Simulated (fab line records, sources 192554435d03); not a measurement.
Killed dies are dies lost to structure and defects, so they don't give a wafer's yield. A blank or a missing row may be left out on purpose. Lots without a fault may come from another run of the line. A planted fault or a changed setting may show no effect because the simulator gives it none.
Which tool did it? | flow n5_finfet | 11 lots, 31 wafers sampled, at 4 steps of a route of 1938

WHAT THE GAUGES READ, wafer by wafer
N5_BEOL_M6_THK_MEAS_01.
lot  | measured     | on            | M6_ILD_THK (nm)
L170 | day 9 23:40  | film_metro-02 | 153.5 156.1 156.0
L169 | day 10 00:31 | film_metro-01 | 153.2 153.0 154.0
L172 | day 10 12:05 | film_metro-02 | 154.3 154.6 154.1
L177 | day 11 15:28 | film_metro-01 | 152.9 162.6
L180 | day 12 04:39 | film_metro-01 | 156.0 154.5 155.9
L179 | day 12 08:43 | film_metro-02 | 156.0 164.9
L184 | day 13 15:58 | film_metro-01 | 155.3 156.0 156.5
L188 | day 14 01:50 | film_metro-02 | 154.3 158.7 159.8
L187 | day 14 06:42 | film_metro-02 | 157.8 155.6 158.4
L189 | day 14 19:47 | film_metro-01 | 153.8 155.0 158.0
L191 | day 14 20:01 | film_metro-01 | 154.4 154.8 157.0

WHICH TOOL RAN EACH LOT (tool, then ch and the chambers of the sampled wafers, then the start)
lot  | N5_BEOL_M5_SPUTTER_88        | N5_BEOL_M5_CO_CAP_78             | N5_BEOL_M6_ILD_DEP_00
L170 | pvd_sputter-03, day 9 20:27  | cvd_co-01 ch 0,1, day 9 22:47    | pecvd-04 ch 1,2, day 9 23:04
L169 | pvd_sputter-01, day 9 21:09  | cvd_co-01 ch 0,1,2, day 9 23:10  | pecvd-01 ch 1,2, day 9 23:27
L172 | pvd_sputter-01, day 10 09:13 | cvd_co-01 ch 1,2, day 10 11:10   | pecvd-03 ch 1, day 10 11:26
L177 | pvd_sputter-03, day 11 12:39 | cvd_co-01 ch 0,2, day 11 14:37   | pecvd-03 ch 0,2, day 11 14:54
L180 | pvd_sputter-02, day 12 00:55 | cvd_co-02 ch 0,1,2, day 12 03:23 | pecvd-01 ch 0,1,2, day 12 03:37
L179 | pvd_sputter-03, day 12 05:27 | cvd_co-01 ch 1, day 12 07:25     | pecvd-03 ch 1,2, day 12 07:39
L184 | pvd_sputter-02, day 13 10:23 | cvd_co-01 ch 0,1,2, day 13 15:06 | pecvd-01 ch 1,2, day 13 15:23
L188 | pvd_sputter-02, day 13 21:10 | cvd_co-01 ch 1,2, day 14 00:30   | pecvd-04 ch 0,1, day 14 00:46
L187 | pvd_sputter-01, day 14 00:50 | cvd_co-01 ch 0,2, day 14 05:53   | pecvd-04 ch 0,1,2, day 14 06:07
L189 | pvd_sputter-01, day 14 17:01 | cvd_co-01 ch 0,2, day 14 18:58   | pecvd-01 ch 1,2, day 14 19:13
L191 | pvd_sputter-03, day 14 17:12 | cvd_co-02 ch 0,1,2, day 14 19:12 | pecvd-04 ch 1,2, day 14 19:26
- N5_BEOL_M5_SPUTTER_88: material Cu, target thk 15 nm, time 27.62 s.
- N5_BEOL_M5_CO_CAP_78: material Co, precursor CCTBA/H2, target thk 2 nm, time 102.1 s.
- N5_BEOL_M6_ILD_DEP_00: deposits SiCOH lowk from DEMS/porogen, target thk 179.75 nm, time 33.4 s.

THE ANSWER, worked out from the rows above alone
Rule: what is usual is taken from the lots themselves. Put in order of their means at a reading, lots are off if they are a third of the lots or fewer, leave a main group of 4 or more, and stand apart from it by a gap of 3 or more times the standard deviation of the main group's means; of several such gaps the widest counts. A main group whose means are all the same, to the digits that the tables above print for the reading, isn't used. A lot without any number at a reading at which 4 lots or more have one is off too. The other lots that the step has rows for count as sound.
No lot is off at any reading shown: from this, nothing can be told.

WHAT THE SIMULATOR HAD PUT IN
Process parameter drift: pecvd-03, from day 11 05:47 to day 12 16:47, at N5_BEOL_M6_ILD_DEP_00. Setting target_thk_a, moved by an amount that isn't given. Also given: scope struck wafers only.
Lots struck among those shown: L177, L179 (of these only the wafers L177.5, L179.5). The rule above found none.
